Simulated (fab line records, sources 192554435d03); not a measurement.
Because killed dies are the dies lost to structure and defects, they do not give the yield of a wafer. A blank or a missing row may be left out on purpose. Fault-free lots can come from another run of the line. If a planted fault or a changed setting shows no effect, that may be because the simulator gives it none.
Split-lot experiment -- flow n5-finfet -- 7 lots, 21 wafers read, on a route of 1938 steps

== THE SPLIT ITSELF ==
At N5_HKMG_FIN_CVD_62 (deposits a-Si from Si2H6, target thk 3 nm, time 20.8 s), the setting temp-c was moved away from the recipe's 500 C on 5 of the 21 wafers read, by +1.4% to +4.3%. The other wafers ran this setting at the recipe's value.

The reading is taken at the split's own step.

== THE READING ==
a-Si_of_HKMG_FIN_CVD_62.thk-nm (the simulator's own value, which no gauge read), in nm, at N5_HKMG_FIN_CVD_62 (deposits a-Si from Si2H6, target thk 3 nm, time 20.8 s). The file gives no usual value for it. Average 2.9 nm, standard deviation 0.12 nm, over the 16 wafers here run with the recipe.

wafer,"tool, chamber at the split","temp-c as run, C",against the recipe,"a-Si_of_HKMG_FIN_CVD_62.thk-nm, nm",against lot-mates on the recipe
L076.1,"thermal-cvd-si-02, 1,0,0",500,recipe,2.8,-
L076.3,"thermal-cvd-si-02, 1,0,0",500,recipe,2.8,-
L076.5,"thermal-cvd-si-02, 1,0,0",500,recipe,2.8,-
L080.1,"thermal-cvd-si-01, 0,1,0",500,recipe,2.8,-
L080.3,"thermal-cvd-si-01, 0,1,0",500,recipe,2.8,-
L080.6,"thermal-cvd-si-01, 0,1,0",500,recipe,2.8,-
L081.3,"thermal-cvd-si-02, 0,2",521.5,+4.3%,5.4,+2.6
L081.4,"thermal-cvd-si-02, 0,2",521.5,+4.3%,5.4,+2.6
L081.6,"thermal-cvd-si-02, 0",500,recipe,2.8,-
L083.2,"thermal-cvd-si-02, 2",500,recipe,2.8,-
L083.5,"thermal-cvd-si-02, 2",500,recipe,2.8,-
L083.4,"thermal-cvd-si-02, 1",500,recipe,3,-
L095.1,"thermal-cvd-si-02, 2",500,recipe,3.2,-
L095.3,"thermal-cvd-si-02, 0,1",500,recipe,3,-
L095.4,"thermal-cvd-si-02, 0,1",500,recipe,3,-
L096.2,"thermal-cvd-si-01, 2",511.3,+2.3%,4.2,+1.2
L096.4,"thermal-cvd-si-01, 0,1",500,recipe,3,-
L096.6,"thermal-cvd-si-01, 0,1",500,recipe,3,-
L097.1,"thermal-cvd-si-02, 1",506.9,+1.4%,3.4,+0.4
L097.3,"thermal-cvd-si-02, 2",500,recipe,3,-
L097.6,"thermal-cvd-si-02, 0",506.9,+1.4%,3.6,+0.6
When a row names more than one chamber, that row covers several wafers, and the file does not tell which wafer ran in which chamber.

THE FIT
A straight line over all 21 wafers: a-Si_of_HKMG_FIN_CVD_62.thk-nm changes by +0.573 nm for each +1% of temp-c; r = +0.99; the points scatter about the line by 0.13 nm.
The same after taking each lot's own level away (the mean of its wafers on the recipe; 21 wafers): +0.584 nm for each +1%; r = +0.99; scatter 0.12 nm.
Per that fit: largest temp-c move, reading shift of 2.5 nm.
Measured against the standard deviation above, the lots' own levels, which go from 2.80 to 3.07 nm, span 2.2 times it.
The two slopes are in agreement: the lot-to-lot level therefore moves the slope only a little.
Check: for one of the wafers moved furthest among these (+4.3%), held out of the fit, the line's prediction against its lot-mates is +2.41 nm. Against them it came out at +2.6 nm.

== FURTHER SPLITS ON THESE WAFERS ==
Before the reading, these wafers also passed through other splits. Each is held against what the fit with the lots' levels taken away leaves over:
other split on the same wafers,wafers away from the commonest value,r with a-Si_of_HKMG_FIN_CVD_62.thk-nm (lot level and that fit taken away)
N5_SD_EPI_N_EXPOSE_06 dose-mj,9,-0.16
N5_SD_EPI_N_DESCUM_14 time-s,6,-0.01
N5_HKMG_FIN_ETCH_55 time-s,5,-0.18

== THE WHOLE CHAIN: every reading that the file lists as answering this split, in the file's order ==
step,what it does,reading,change (the file's fit),r (the file's)
N5_HKMG_FIN_CVD_62,"deposits a-Si from Si2H6, target thk 3 nm, time 20.8 s","a-Si_of_HKMG_FIN_CVD_62.thk-nm (the simulator's own value, which no gauge read)",+0.572 nm for each +1% of the setting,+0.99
N5_BEOL_M4_RC_MEAS_101,,ION_N,"-89.5 for each +1% of the setting, in a fit together with none",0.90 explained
N5_BEOL_M4_RC_MEAS_101,,ION_P,"+22.4 for each +1% of the setting, in a fit together with none",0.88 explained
N5_BEOL_M4_RC_MEAS_101,,VT_N,"+42.4 for each +1% of the setting, in a fit together with none",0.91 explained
N5_BEOL_M4_RC_MEAS_101,,VT_P,"+17.2 for each +1% of the setting, in a fit together with none",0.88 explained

== THE FILE'S OWN FIT ==
a-Si_of_HKMG_FIN_CVD_62.thk-nm changes by +0.572 nm for each +1% of temp-c, r = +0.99.
